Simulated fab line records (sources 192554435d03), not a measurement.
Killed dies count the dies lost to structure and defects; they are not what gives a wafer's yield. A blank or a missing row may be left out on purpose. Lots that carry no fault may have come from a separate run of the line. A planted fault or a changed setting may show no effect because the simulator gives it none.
Comparing a struck lot with a sound one || flow n5 finfet || 13 steps out of a route of 1938
Sound: the wafers L162.2, L162.3, L162.6. Struck: wafers L173.1, L173.5, L173.6. The cause comes at the end.
For every step that has rows: the tool of each side, followed by ch and its chambers, followed by its first start. Under that, the readings that differ: sound wafers || struck wafers || difference of the means || sigmas: that difference in standard deviations of wafers without a fault.
alike: words and numbers the same on both sides, and readings whose means are apart by under 2 such deviations; not compared: readings that were withheld, readings missing a value for some wafer, numbers with overlapping values and no deviation given by the record, and bounds like >300 which may hide the same value.
A row with sigmas, a row that says differs or no value, or rows on one side alone: a step with any of these is where the two part. When numbers do not overlap yet have no deviation, they are printed without sigmas and do not part them. A reading missing from all wafers of one side parts the sides only when that side holds two or more wafers.

first, 5 steps without rows for these wafers: N5_BEOL_M15_SOFTBAKE_23 (time 60 s); N5_BEOL_M15_EXPOSE_25 (exposes mask M15, target cd 400 nm); N5_BEOL_M15_PEB_26 (peb time 90 s); N5_BEOL_M15_DEVELOP_27 (develop time 45 s); N5_BEOL_M15_HARDBAKE_32 (time 120 s).
N5_BEOL_M15_CD_MEAS_28: target cd 407.6 nm.
  sound on cd sem-02 ch 0, day 12 15:39; struck on cd sem-01 ch 0, day 15 02:44
  alike: cd nm
N5_BEOL_M15_OVL_MEAS_29:
  sound on overlay-01 ch 0, day 12 15:41; struck on overlay-01 ch 0, day 15 02:46
  alike: M15_OVL
N5_BEOL_M15_INSPECT_30: inspects for defects (macro).
  sound on defect inspect-01, day 12 15:43; struck on defect inspect-01, day 15 02:48
  alike: raw defect count
N5_BEOL_M15_DESCUM_33: chemistry O2, time 7.9 s.
  sound on rie diel-05 ch 1,3, day 12 15:55; struck on rie diel-02 ch 0,1,3, day 15 02:50
  alike: drypump motor current A, oes product au, rf vpp V, showerhead plenum p Torr, throttle valve pct
  not compared: rf hours counter h
N5_BEOL_M15_ETCH_61: etches BARC in N2/H2, target depth 89 nm, overetch 26.7 nm, time 67.9 s.
  sound on rie diel-05 ch 1,3, day 12 15:56; struck on rie diel-02 ch 0,1,3, day 15 02:52
  alike: drypump motor current A, oes product au, rf vpp V, showerhead plenum p Torr, throttle valve pct
  not compared: rf hours counter h
N5_BEOL_M15_TRENCH_ETCH_34: etches SiO2 in C4F8/O2/Ar, target depth 872.93 nm, time 199 s.
  sound on rie diel-05 ch 1,3, day 12 15:59; struck on rie diel-02 ch 0,1,3, day 15 02:55
  alike: drypump motor current A, oes product au, rf vpp V, showerhead plenum p Torr, throttle valve pct
  not compared: rf hours counter h
N5_BEOL_M15_STRIP_36: strips in O2.
  sound on rie diel-05 ch 1,3, day 12 17:36; struck on rie diel-06 ch 1,3, day 15 07:27
  no value came back on the struck wafers for any of 7 readings (bias power w (W), chamber pressure mTorr (mTorr) and others); on the sound wafers bias power w (W) reads 0 0 0
{"reading": "model.coat_of_BEOL_M15_COAT_22.thk nm (nm)", "sound": "0 0 0", "struck": "534.6 544.4 538.4", "difference": "+539.1", "sigmas": ""}
  not compared: rf hours counter h
N5_BEOL_M15_STRIP_62: strips in O2.
  sound on rie diel-05 ch 1,3; struck on rie diel-06 ch 1,3, day 15 07:31
{"reading": "showerhead plenum p Torr (Torr)", "sound": "2.23 2.17 2.23", "struck": "2.03 1.98 2.03", "difference": -0.20, "sigmas": -3}
  alike: chamber pressure mTorr, drypump motor current A, oes product au, rf vpp V, throttle valve pct
  not compared: rf hours counter h

== WHERE THEY PART ==
Last at N5_BEOL_M15_STRIP_62 as far as this record goes, first at N5_BEOL_M15_STRIP_36.

WHY: whatever the simulator had introduced
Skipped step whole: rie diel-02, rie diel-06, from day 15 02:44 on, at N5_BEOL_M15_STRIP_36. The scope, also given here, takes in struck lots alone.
